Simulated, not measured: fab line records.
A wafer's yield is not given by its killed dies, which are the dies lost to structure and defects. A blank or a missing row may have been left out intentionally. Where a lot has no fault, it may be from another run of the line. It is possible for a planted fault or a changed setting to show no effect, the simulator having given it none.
Which tool did it? :: flow n5-finfet :: 23 lots with 69 wafers sampled at 2 steps, on a route of 1938 steps

## WHAT THE GAUGES SHOWED, per wafer
N5_FIN_CUT_CD_MEAS_08: target cd 29.1 nm. Usual: cd-nm 29.12 nm, standard deviation 0.25.
lot: L074
measured: day 2 04:22
on: cd-sem-02
cd-nm (nm): 29.18 29.48 29.37
flag: 

lot: L075
measured: day 2 09:25
on: cd-sem-01
cd-nm (nm): 29.26 29.15 29.39
flag: 

lot: L076
measured: day 2 18:52
on: cd-sem-01
cd-nm (nm): 29.06 28.80 28.56
flag: 

lot: L077
measured: day 2 20:02
on: cd-sem-01
cd-nm (nm): 29.31 29.13 28.89
flag: 

lot: L078
measured: day 3 02:29
on: cd-sem-02
cd-nm (nm): 29.53 28.93 28.98
flag: 

lot: L079
measured: day 3 10:00
on: cd-sem-01
cd-nm (nm): 29.30 28.94 29.37
flag: 

lot: L080
measured: day 3 15:46
on: cd-sem-01
cd-nm (nm): 29.33 28.89 28.90
flag: 

lot: L081
measured: day 3 21:53
on: cd-sem-01
cd-nm (nm): 29.27 29.08 29.19
flag: 

lot: L082
measured: day 4 04:24
on: cd-sem-03
cd-nm (nm): 29.30 29.04 29.65
flag: 

lot: L084
measured: day 4 15:47
on: cd-sem-03
cd-nm (nm): 28.94 29.13 29.00
flag: 

lot: L085
measured: day 4 21:51
on: cd-sem-02
cd-nm (nm): 29.33 29.36 29.37
flag: 

lot: L086
measured: day 5 03:05
on: cd-sem-02
cd-nm (nm): 29.47 29.19 28.83
flag: 

lot: L087
measured: day 5 09:50
on: cd-sem-03
cd-nm (nm): 29.05 29.20 28.90
flag: 

lot: L088
measured: day 5 19:13
on: cd-sem-01
cd-nm (nm): 29.38 29.52 29.03
flag: 

lot: L089
measured: day 5 20:58
on: cd-sem-01
cd-nm (nm): 29.23 28.97 29.55
flag: 

lot: L090
measured: day 6 04:47
on: cd-sem-01
cd-nm (nm): 28.94 29.04 28.88
flag: 

lot: L091
measured: day 6 09:26
on: cd-sem-01
cd-nm (nm): 29.07 29.20 29.18
flag: 

lot: L092
measured: day 6 17:57
on: cd-sem-01
cd-nm (nm): 29.19 29.26 29.10
flag: 

lot: L093
measured: day 7 00:25
on: cd-sem-02
cd-nm (nm): 28.78 29.21 29.05
flag: 

lot: L094
measured: day 7 03:31
on: cd-sem-01
cd-nm (nm): 29.16 28.86 29.29
flag: 

lot: L095
measured: day 7 09:35
on: cd-sem-03
cd-nm (nm): 29.31 29.11 29.14
flag: 

lot: L096
measured: day 7 15:14
on: cd-sem-01
cd-nm (nm): 29.61 29.18 29.34
flag: 

lot: L097
measured: day 7 20:29
on: cd-sem-03
cd-nm (nm): 29.33 28.83 28.65
flag: 

N5_DUMMY_GATE_THK_MEAS_05. Usual: thk-nm 71.8 nm, standard deviation 0.98.
lot: L074
measured: day 2 18:22
on: film-metro-01
thk-nm (nm): 71.6 72.5 71.1
flag: 

lot: L075
measured: day 2 23:56
on: film-metro-02
thk-nm (nm): 69.3 70.5 72.8
flag: 

lot: L076
measured: day 3 09:08
on: film-metro-02
thk-nm (nm): 70.2 71.4 71.4
flag: 

lot: L077
measured: day 3 11:13
on: film-metro-02
thk-nm (nm): 71.9 70.8 70.4
flag: 

lot: L078
measured: day 3 17:02
on: film-metro-02
thk-nm (nm): 71.8 72.8 71.3
flag: 

lot: L079
measured: day 4 00:55
on: film-metro-01
thk-nm (nm): 71.9 71.4 73.3
flag: 

lot: L080
measured: day 4 08:05
on: film-metro-02
thk-nm (nm): 73.4 72.3 72.5
flag: 

lot: L081
measured: day 4 12:35
on: film-metro-01
thk-nm (nm): 72.1 71.3 71.1
flag: 

lot: L082
measured: day 4 19:21
on: film-metro-02
thk-nm (nm): 73.1 73.3 73.9
flag: 

lot: L084
measured: day 5 08:40
on: film-metro-01
thk-nm (nm): 73.4 72.7 71.7
flag: 

lot: L085
measured: day 5 12:19
on: film-metro-01
thk-nm (nm): 70.7 72.9 70.7
flag: 

lot: L086
measured: day 5 19:37
on: film-metro-02
thk-nm (nm): 74.5 71.7 73.5
flag: 

lot: L087
measured: day 6 00:13
on: film-metro-01
thk-nm (nm): 72.7 73.1 71.4
flag: 

lot: L088
measured: day 6 09:23
on: film-metro-02
thk-nm (nm): 71.5 71.4 72.2
flag: 

lot: L089
measured: day 6 11:15
on: film-metro-02
thk-nm (nm): 70.7 70.0 71.5
flag: 

lot: L090
measured: day 6 21:38
on: film-metro-01
thk-nm (nm): 71.9 70.6 70.7
flag: 

lot: L091
measured: day 7 01:04
on: film-metro-02
thk-nm (nm): 72.7 72.5 73.9
flag: 

lot: L092
measured: day 7 10:20
on: film-metro-01
thk-nm (nm): 71.4 70.0 70.8
flag: 

lot: L093
measured: day 7 14:41
on: film-metro-01
thk-nm (nm): 73.6 71.1 72.5
flag: 

lot: L094
measured: day 7 19:25
on: film-metro-02
thk-nm (nm): 71.1 72.6 72.7
flag: 

lot: L095
measured: day 8 01:46
on: film-metro-01
thk-nm (nm): 72.8 70.0 71.6
flag: 

lot: L096
measured: day 8 06:07
on: film-metro-01
thk-nm (nm): 71.1 71.9 72.3
flag: 

lot: L097
measured: day 8 12:00
on: film-metro-02
thk-nm (nm): 70.7 72.6 72.6
flag: 

## WHICH TOOL RAN EACH LOT (tool, then ch and the chambers of the sampled wafers, then the start)
Before these readings, the record contains no process step.

## AS READ BY THE TOOLS THEMSELVES (means over the sampled wafers that have a number; for cases with no such wafer, the mark the record gives instead)
The record holds no such reading with a usual standard deviation.

## THE ANSWER, worked out from the rows above alone
Rule: a lot is off if the mean of its wafers that have a number lies more than 3 standard deviations from the usual mean. Also off: a lot with no number at a reading for which 4 or more lots have one. Where the step has rows for the other lots, those lots are counted as sound. The gauges are gone through in route order, then the tools' own readings, and for those a lot's mean is taken as printed above. The first step at which some lot is off is used, and at that step the reading that is off furthest; a lot without a number counts as furthest.
Across all readings shown, no lot is off: no conclusion can be drawn from this.

## WHAT WAS PUT IN BY THE SIMULATOR
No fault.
